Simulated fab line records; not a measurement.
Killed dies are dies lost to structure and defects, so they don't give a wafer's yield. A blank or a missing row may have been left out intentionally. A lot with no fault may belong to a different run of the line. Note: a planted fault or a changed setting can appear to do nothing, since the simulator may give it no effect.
Matching of chambers ; flow nandHarc ; 4 sister chambers for NHARC_A_WL_FILL_STRIP_29 on rieDiel-02
The step strips in O2, time 20 s. 4 wafers are shown with their chamber, then 9 later ones without.

## WAFERS PAIRED WITH THEIR CHAMBERS
wafer;chamber;drypumpMotorCurrentA (A)
L079.4;3;5.9
L081.4;2;5.7
L086.5;0;5.2
L086.6;1;5.0

## WAFERS WHOSE CHAMBER IS MISSING
wafer;drypumpMotorCurrentA (A)
L093.1;4.9
L093.2;5.2
L093.5;5.9
L095.2;5.0
L095.4;5.9
L095.5;5.0
L097.2;5.7
L097.4;5.9
L097.6;5.7

## THE CHAMBER EACH PASSED THROUGH
wafer;from the rows above;in truth
L093.1;1;1
L093.2;0;0
L093.5;3;3
L095.2;1;1
L095.4;3;3
L095.5;1;1
L097.2;2;2
L097.4;3;3
L097.6;2;2
Placed correctly: 9 of 9. Not placeable from these rows: 0. Number placed wrongly: 0.
How it was worked out, from the rows above alone: a wafer's distance from a chamber is the root of the sum, over the readings, of the square of ((its reading less the chamber's mean) divided by the reading's scatter). The wafer belongs to the nearest chamber; if the next one is less than 2 further off, it can't be placed. For every chamber, the mean is computed from those of its wafers that are shown. The scatter: with one shown wafer a chamber, the root of the mean of the squares of how far each hidden wafer lies from its nearest shown one.
